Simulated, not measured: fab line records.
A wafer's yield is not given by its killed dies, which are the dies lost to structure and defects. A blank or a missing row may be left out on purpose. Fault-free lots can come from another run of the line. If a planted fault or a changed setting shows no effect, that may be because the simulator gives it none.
Which tool did it? ; flow n5_finfet ; Sampling: 11 lots, 33 wafers, 2 of 1938 route steps

== WHAT THE GAUGES SHOWED, per wafer ==
N5_PASSIVATION_OVL_MEAS_63.
lot;measured;on;PAD_OVL (nm)
L159;day 11 08:32;overlay-01;2 2 1
L161;day 12 09:38;overlay-02;7 2 1
L163;day 12 08:14;overlay-02;8 5 2
L164;day 12 21:53;overlay-02;8 10 11
L165;day 13 14:43;overlay-01;6 2 9
L167;day 13 14:05;overlay-02;0 5 -1
L166;day 13 15:01;overlay-02;-3 -8 -4
L171;day 15 10:44;overlay-02;9 4 5
L179;day 16 09:54;overlay-02;1 5 -1
L178;day 16 18:09;overlay-01;5 -2 6
L180;day 16 23:44;overlay-01;-1 -5 -1

== EACH LOT AND THE TOOL THAT RAN IT (in order: tool; ch and the chambers of the sampled wafers; start) ==
lot;N5_BEOL_M7_ETCH_66
L159;rie_diel-02 ch 0,1,2, day 8 15:20
L161;rie_diel-06 ch 0,2,3, day 9 13:44
L163;rie_diel-03 ch 0,2,3, day 9 18:19
L164;rie_diel-03 ch 0,2, day 10 02:55
L165;rie_diel-06 ch 0,1,2, day 10 12:20
L167;rie_diel-03 ch 0,2, day 10 12:30
L166;rie_diel-03 ch 1,2,3, day 10 20:41
L171;rie_diel-06 ch 0,1,3, day 12 10:10
L179;rie_diel-03 ch 0,2,3, day 13 16:38
L178;rie_diel-03 ch 0,1,3, day 13 18:14
L180;rie_diel-03 ch 0,2, day 13 23:38
- N5_BEOL_M7_ETCH_66: etches SOC in N2/H2, target depth 80 nm, overetch 16 nm, time 120 s.

== AS READ BY THE TOOLS THEMSELVES (means over the sampled wafers that have a number; for cases with no such wafer, the mark the record gives instead) ==
N5_BEOL_M7_ETCH_66.
lot;tool;drypump_motor_current_A (A);n2_flow_sccm (sccm);oes_product_au (a.u.);rf_vpp_V (V);showerhead_plenum_p_Torr (Torr);throttle_valve_pct (%)
L159;rie_diel-02;6.1;200.0;0.59;523.8;2.59;17.70
L161;rie_diel-06;5.6;200.0;0.61;525.0;2.59;17.79
L163;rie_diel-03;5.8;199.6;0.66;522.4;2.48;17.85
L164;rie_diel-03;5.7;200.4;0.61;522.9;2.46;17.97
L165;rie_diel-06;5.8;200.1;0.62;523.9;2.55;17.73
L167;rie_diel-03;6.2;200.2;0.63;522.6;2.48;17.86
L166;rie_diel-03;5.5;199.5;0.61;523.0;2.53;18.01
L171;rie_diel-06;5.9;199.7;0.67;526.6;2.58;17.59
L179;rie_diel-03;5.8;199.7;0.62;521.4;2.47;17.90
L178;rie_diel-03;6.0;200.0;0.62;523.0;2.54;17.93
L180;rie_diel-03;5.7;200.1;0.58;521.4;2.45;18.01

== THE ANSWER, worked out from the rows above alone ==
Rule: what is usual is taken from the lots themselves. Put in order of their means at a reading, lots are off if they are a third of the lots or fewer, leave a main group of 4 or more, and stand apart from it by a gap of 3 or more times the standard deviation of the main group's means; of several such gaps the widest counts. A main group whose means are all the same, to the digits that the tables above print for the reading, isn't used. A lot without any number at a reading at which 4 lots or more have one is off too. Any other lot the step has rows for is counted as sound. First the gauges in route order, then the tools' own readings, where a lot's mean is used as printed above. The first step at which some lot is off is used, and at that step the reading that is off furthest; a lot without a number counts as furthest.
Across all readings shown, no lot is off: no conclusion can be drawn from this.

== WHAT THE SIMULATOR PUT IN ==
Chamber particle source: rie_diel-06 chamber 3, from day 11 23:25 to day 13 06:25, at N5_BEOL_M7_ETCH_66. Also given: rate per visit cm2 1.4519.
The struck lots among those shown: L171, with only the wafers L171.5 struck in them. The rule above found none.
